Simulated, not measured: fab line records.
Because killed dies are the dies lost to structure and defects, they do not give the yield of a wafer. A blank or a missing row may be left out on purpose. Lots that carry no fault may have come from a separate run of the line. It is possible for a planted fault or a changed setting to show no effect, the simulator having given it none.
What tool caused it? -- flow n5-finfet -- 11 lots, 33 wafers sampled, at 6 steps of a route of 1938

== WHAT THE GAUGES READ, wafer by wafer ==
N5_STI_FIN_REVEAL_INSPECT_13: inspects for defects (darkfield).
lot,measured,on,raw-defect-count
L075,day 2 18:13,defect-inspect-02,8 6 21
L077,day 3 07:22,defect-inspect-02,9 9 6
L079,day 3 20:58,defect-inspect-01,12 7 15
L081,day 4 08:31,defect-inspect-01,8 9 2
L083,day 4 18:59,defect-inspect-01,5 2 5
L085,day 5 07:59,defect-inspect-01,13 17 12
L087,day 5 19:40,defect-inspect-02,20 12 11
L089,day 6 07:01,defect-inspect-01,17 10 8
L091,day 6 18:52,defect-inspect-02,10 24 14
L094,day 7 14:31,defect-inspect-01,10 12 10
L096,day 8 00:46,defect-inspect-02,14 12 6

== TOOL THAT RAN EACH LOT (tool first, then ch and the chambers of the sampled wafers, then the start) ==
lot,N5_FIN_SAQP_ETCH_51,N5_FIN_SAQP_STRIP_55,N5_FIN_SAQP_MANDREL1_REMOVE_56,N5_FIN_CUT_PRECLEAN_35,N5_STI_FIN_REVEAL_OXIDATION_31
L075,"rie-diel-01 ch 0,1,3, day 2 03:41","rie-diel-01 ch 1,2, day 2 04:02","rie-si-04 ch 0,3, day 2 05:33","vapor-etch-01 ch 0,1, day 2 09:00","plasma-asher-01 ch 0,1, day 2 17:36"
L077,"rie-diel-04 ch 2,3, day 2 16:34","rie-diel-04 ch 0,2,3, day 2 16:55","rie-si-01 ch 0,1, day 2 18:42","vapor-etch-01 ch 0,1, day 2 22:11","plasma-asher-01 ch 0,1, day 3 06:46"
L079,"rie-diel-04 ch 0,1, day 3 06:17","rie-diel-01 ch 0,2,3, day 3 06:38","rie-si-04 ch 0,1,3, day 3 08:11","vapor-etch-02 ch 0,1, day 3 11:43","plasma-asher-02 ch 0,1, day 3 20:20"
L081,"rie-diel-01 ch 1,3, day 3 16:47","rie-diel-01 ch 1,2,3, day 3 17:08","rie-si-05 ch 0,1,2, day 3 19:31","vapor-etch-02 ch 0, day 3 23:22","plasma-asher-01 ch 0,1, day 4 07:53"
L083,"rie-diel-04 ch 0,2, day 4 04:14","rie-diel-04 ch 0,1, day 4 04:35","rie-si-04 ch 1,2, day 4 06:11","vapor-etch-02 ch 0,1, day 4 09:43","plasma-asher-02 ch 0,1, day 4 18:22"
L085,"rie-diel-01 ch 2,3, day 4 17:00","rie-diel-05 ch 1,2,3, day 4 17:21","rie-si-01 ch 0,1,3, day 4 18:53","vapor-etch-02 ch 1, day 4 22:17","plasma-asher-01 ch 0, day 5 07:21"
L087,"rie-diel-01 ch 0,1, day 5 04:40","rie-diel-01 ch 0,3, day 5 05:05","rie-si-05 ch 0,3, day 5 06:43","vapor-etch-02 ch 0,1, day 5 10:23","plasma-asher-01 ch 0,1, day 5 19:03"
L089,"rie-diel-01 ch 0,1,3, day 5 15:37","rie-diel-04 ch 0,1,3, day 5 15:58","rie-si-04 ch 0,2,3, day 5 17:59","vapor-etch-02 ch 0,1, day 5 21:37","plasma-asher-01 ch 0,1, day 6 06:23"
L091,"rie-diel-01 ch 2,3, day 6 03:34","rie-diel-01 ch 0,2,3, day 6 03:56","rie-si-05 ch 0,2,3, day 6 06:16","vapor-etch-02 ch 0,1, day 6 09:37","plasma-asher-02 ch 0,1, day 6 18:14"
L094,"rie-diel-01 ch 0,1,3, day 6 22:29","rie-diel-04 ch 1,3, day 6 22:55","rie-si-04 ch 0,2, day 7 00:25","vapor-etch-01 ch 0,1, day 7 03:50","plasma-asher-01 ch 0,1, day 7 13:54"
L096,"rie-diel-05 ch 2,3, day 7 09:37","rie-diel-05 ch 0,1,3, day 7 09:58","rie-si-04 ch 0,2,3, day 7 12:05","vapor-etch-02 ch 0,1, day 7 15:40","plasma-asher-01 ch 0,1, day 8 00:08"
- N5_FIN_SAQP_ETCH_51: etches SiARC in CF4, target depth 45.5 nm, time 75.8 s.
- N5_FIN_SAQP_STRIP_55: strips in N2/H2.
- N5_FIN_SAQP_MANDREL1_REMOVE_56: chemistry HBr/Cl2/O2, target a-Si, stops on SiNx, bt time 10 s.
- N5_FIN_CUT_PRECLEAN_35: cleans in vHF, time 13.3 s.
- N5_STI_FIN_REVEAL_OXIDATION_31: chemistry O2 PLASMA REMOTE, time 20 s.

== THE ANSWER, worked out from the rows above alone ==
Rule: the usual values come from the lots themselves. Put in order of their means at a reading, lots are off if they are a third of the lots or fewer, leave a main group of 4 or more, and stand apart from it by a gap of 3 or more times the standard deviation of the main group's means; of several such gaps the widest counts. A main group whose means are all the same, to the digits that the tables above print for the reading, isn't used. A lot without any number at a reading at which 4 lots or more have one is off too. Where the step has rows for the other lots, those lots are counted as sound.
No lot is off at any reading shown: from this, nothing can be told.

== WHAT THE SIMULATOR HAD INSERTED ==
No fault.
